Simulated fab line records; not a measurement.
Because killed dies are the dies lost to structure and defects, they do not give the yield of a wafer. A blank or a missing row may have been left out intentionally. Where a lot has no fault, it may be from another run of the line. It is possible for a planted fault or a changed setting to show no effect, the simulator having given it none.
Chamber matching || flow nand harc || NHARC_A_CHANNEL_FILL_D2_ALD_16 on ald hk-03 has 4 sister chambers
The step deposits SiO2, target thk 1.5 nm, pulse time 10 s, ald cycles 15. 7 wafers are shown with their chamber, then 7 later ones without.

WAFERS, EACH WITH ITS CHAMBER
{"wafer": "L902.2", "chamber": 3, "heater power w (W)": 521, "precursor pulse height rel": 1.006}
{"wafer": "L902.4", "chamber": 0, "heater power w (W)": 487, "precursor pulse height rel": 0.991}
{"wafer": "L905.2", "chamber": 2, "heater power w (W)": 429, "precursor pulse height rel": 0.983}
{"wafer": "L905.3", "chamber": 0, "heater power w (W)": 471, "precursor pulse height rel": 1.006}
{"wafer": "L905.6", "chamber": 1, "heater power w (W)": 453, "precursor pulse height rel": 1.012}
{"wafer": "L907.1", "chamber": 1, "heater power w (W)": 458, "precursor pulse height rel": 1.036}
{"wafer": "L907.2", "chamber": 2, "heater power w (W)": 427, "precursor pulse height rel": 0.996}

WAFERS MISSING THEIR CHAMBER
{"wafer": "L907.6", "heater power w (W)": 463, "precursor pulse height rel": 0.975}
{"wafer": "L916.3", "heater power w (W)": 472, "precursor pulse height rel": 0.970}
{"wafer": "L916.4", "heater power w (W)": 474, "precursor pulse height rel": 0.987}
{"wafer": "L917.2", "heater power w (W)": 521, "precursor pulse height rel": 0.991}
{"wafer": "L917.4", "heater power w (W)": 416, "precursor pulse height rel": 0.997}
{"wafer": "L918.2", "heater power w (W)": 462, "precursor pulse height rel": 1.007}
{"wafer": "L918.5", "heater power w (W)": 460, "precursor pulse height rel": 1.025}

EACH ONE'S CHAMBER
{"wafer": "L907.6", "from the rows above": "can't be placed: 0 or 1", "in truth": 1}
{"wafer": "L916.3", "from the rows above": 0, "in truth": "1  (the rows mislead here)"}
{"wafer": "L916.4", "from the rows above": 0, "in truth": 0}
{"wafer": "L917.2", "from the rows above": 3, "in truth": 3}
{"wafer": "L917.4", "from the rows above": 2, "in truth": 2}
{"wafer": "L918.2", "from the rows above": "can't be placed: 1 or 0", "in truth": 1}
{"wafer": "L918.5", "from the rows above": 1, "in truth": 1}
Correct placement for 4 of the 7. Not placeable from these rows: 2 (in 2, the candidates include the true chamber). Number placed wrongly: 1.
How it was worked out, from the rows above alone: a wafer's distance from a chamber is the root of the sum, over the readings, of the square of ((its reading less the chamber's mean) divided by the reading's scatter). The wafer belongs to the nearest chamber; if the next one is less than 2 further off, it can't be placed. Each chamber's mean is taken over the wafers shown for it. The scatter: take each reading less its chamber's mean, square it, sum over the shown wafers, divide by the number of wafers less the number of chambers, and take the root.
